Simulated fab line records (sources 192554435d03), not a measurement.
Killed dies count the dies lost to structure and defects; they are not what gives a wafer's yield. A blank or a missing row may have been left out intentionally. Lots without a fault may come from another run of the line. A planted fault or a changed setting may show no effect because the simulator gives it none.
Lot-split experiment :: flow n5Finfet :: 21 wafers read across 7 lots, on a route 1938 steps long

SPLIT DETAILS
At N5_BEOL_M1_ETCH_70 (etches SOC in N2/H2, target depth 80 nm, overetch 16 nm, time 120 s), the setting sourceW was moved away from the recipe's 840 W on 4 of the 21 wafers read, by +5.3% to +17.4%. All remaining wafers had this setting at the recipe value.

Reading taken at the split's own step.

THE READING
rfVppV, in V, at N5_BEOL_M1_ETCH_70 (etches SOC in N2/H2, target depth 80 nm, overetch 16 nm, time 120 s). Typical for fault-free wafers on this fab line: 523.9 V, with standard deviation 2.5 V.

wafer: L081.1
tool, chamber at the split: rieDiel-06, 2
sourceW as run, W: 840
against the recipe: recipe
rfVppV, V: 525.2
against lot-mates on the recipe: -

wafer: L081.3
tool, chamber at the split: rieDiel-06, 1
sourceW as run, W: 956.8
against the recipe: +13.9%
rfVppV, V: 499.6
against lot-mates on the recipe: -26.9

wafer: L081.6
tool, chamber at the split: rieDiel-06, 0
sourceW as run, W: 840
against the recipe: recipe
rfVppV, V: 527.9
against lot-mates on the recipe: -

wafer: L086.2
tool, chamber at the split: rieDiel-04, 0
sourceW as run, W: 840
against the recipe: recipe
rfVppV, V: 522.8
against lot-mates on the recipe: -

wafer: L086.5
tool, chamber at the split: rieDiel-04, 2
sourceW as run, W: 840
against the recipe: recipe
rfVppV, V: 519.3
against lot-mates on the recipe: -

wafer: L086.6
tool, chamber at the split: rieDiel-04, 1
sourceW as run, W: 840
against the recipe: recipe
rfVppV, V: 521.7
against lot-mates on the recipe: -

wafer: L087.3
tool, chamber at the split: rieDiel-02, 3
sourceW as run, W: 840
against the recipe: recipe
rfVppV, V: 528.1
against lot-mates on the recipe: -

wafer: L087.4
tool, chamber at the split: rieDiel-02, 1
sourceW as run, W: 840
against the recipe: recipe
rfVppV, V: 523.5
against lot-mates on the recipe: -

wafer: L087.5
tool, chamber at the split: rieDiel-02, 2
sourceW as run, W: 884.4
against the recipe: +5.3%
rfVppV, V: 514.6
against lot-mates on the recipe: -11.2

wafer: L093.1
tool, chamber at the split: rieDiel-02, 3
sourceW as run, W: 840
against the recipe: recipe
rfVppV, V: 528.7
against lot-mates on the recipe: -

wafer: L093.3
tool, chamber at the split: rieDiel-02, 1
sourceW as run, W: 840
against the recipe: recipe
rfVppV, V: 523.0
against lot-mates on the recipe: -

wafer: L093.4
tool, chamber at the split: rieDiel-02, 2
sourceW as run, W: 840
against the recipe: recipe
rfVppV, V: 523.3
against lot-mates on the recipe: -

wafer: L094.2
tool, chamber at the split: rieDiel-02, 1
sourceW as run, W: 840
against the recipe: recipe
rfVppV, V: 522.6
against lot-mates on the recipe: -

wafer: L094.3
tool, chamber at the split: rieDiel-02, 2
sourceW as run, W: 840
against the recipe: recipe
rfVppV, V: 522.5
against lot-mates on the recipe: -

wafer: L094.4
tool, chamber at the split: rieDiel-02, 2
sourceW as run, W: 840
against the recipe: recipe
rfVppV, V: 521.5
against lot-mates on the recipe: -

wafer: L095.1
tool, chamber at the split: rieDiel-06, 0
sourceW as run, W: 985.8
against the recipe: +17.4%
rfVppV, V: 498.5
against lot-mates on the recipe: -26.9

wafer: L095.3
tool, chamber at the split: rieDiel-06, 1
sourceW as run, W: 840
against the recipe: recipe
rfVppV, V: 521.2
against lot-mates on the recipe: -

wafer: L095.4
tool, chamber at the split: rieDiel-06, 3
sourceW as run, W: 840
against the recipe: recipe
rfVppV, V: 529.5
against lot-mates on the recipe: -

wafer: L097.1
tool, chamber at the split: rieDiel-06, 2
sourceW as run, W: 840
against the recipe: recipe
rfVppV, V: 525.1
against lot-mates on the recipe: -

wafer: L097.2
tool, chamber at the split: rieDiel-06, 0
sourceW as run, W: 840
against the recipe: recipe
rfVppV, V: 526.2
against lot-mates on the recipe: -

wafer: L097.4
tool, chamber at the split: rieDiel-06, 2
sourceW as run, W: 927.4
against the recipe: +10.4%
rfVppV, V: 506.4
against lot-mates on the recipe: -19.3

THE FIT
A straight line over all 21 wafers: rfVppV changes by -1.62 V for each +1% of sourceW; r = -0.95; the points scatter about the line by 2.8 V.
The same after taking each lot's own level away (the mean of its wafers on the recipe; 21 wafers): -1.73 V for each +1%; r = -0.97; scatter 2.3 V.
That fit puts the effect of the largest move of sourceW on the reading at 30 V.
The span of the lots' own levels, 521.27 to 526.55 V, comes to 2.1 times the standard deviation stated above.
Hence the lot-to-lot level has little effect on the slope; both slopes agree.
Check: with one of the wafers moved furthest among these (+17.4%) left out of the fit, the line predicts -33.4 V for it against its lot-mates. It came out at -26.9 V against them.
Tool readings at the split's step, against how far the setting was moved: rfVppV r = -0.95.

OTHER SPLITS ON THESE WAFERS
Note: prior to the reading, these wafers also went through further splits. Each is held against what the fit with the lots' levels taken away leaves over:
other split on the same wafers: N5_MOL_CONTACT_COAG_EXPOSE_05 doseMj
wafers away from the commonest value: 8
r with rfVppV (lot level and that fit taken away): -0.35

other split on the same wafers: N5_BEOL_M0_SAQP_HM_DEP_02 targetThkA
wafers away from the commonest value: 5
r with rfVppV (lot level and that fit taken away): -0.18

other split on the same wafers: N5_BEOL_M0_SAQP_COAT_82 spinRpm
wafers away from the commonest value: 6
r with rfVppV (lot level and that fit taken away): -0.35

other split on the same wafers: N5_BEOL_M0_SAQP_SPACER1_ALD_98 tempC
wafers away from the commonest value: 8
r with rfVppV (lot level and that fit taken away): +0.13

other split on the same wafers: N5_BEOL_M1_PECVD_72 timeS
wafers away from the commonest value: 11
r with rfVppV (lot level and that fit taken away): +0.34

other split on the same wafers: N5_BEOL_M1_COAT_05 spinRpm
wafers away from the commonest value: 7
r with rfVppV (lot level and that fit taken away): +0.12

other split on the same wafers: N5_BEOL_M1_EXPOSE_25 doseMj
wafers away from the commonest value: 8
r with rfVppV (lot level and that fit taken away): +0.02

FILE'S OWN FIT
rfVppV changes by -1.74 V for each +1% of sourceW, r = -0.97.
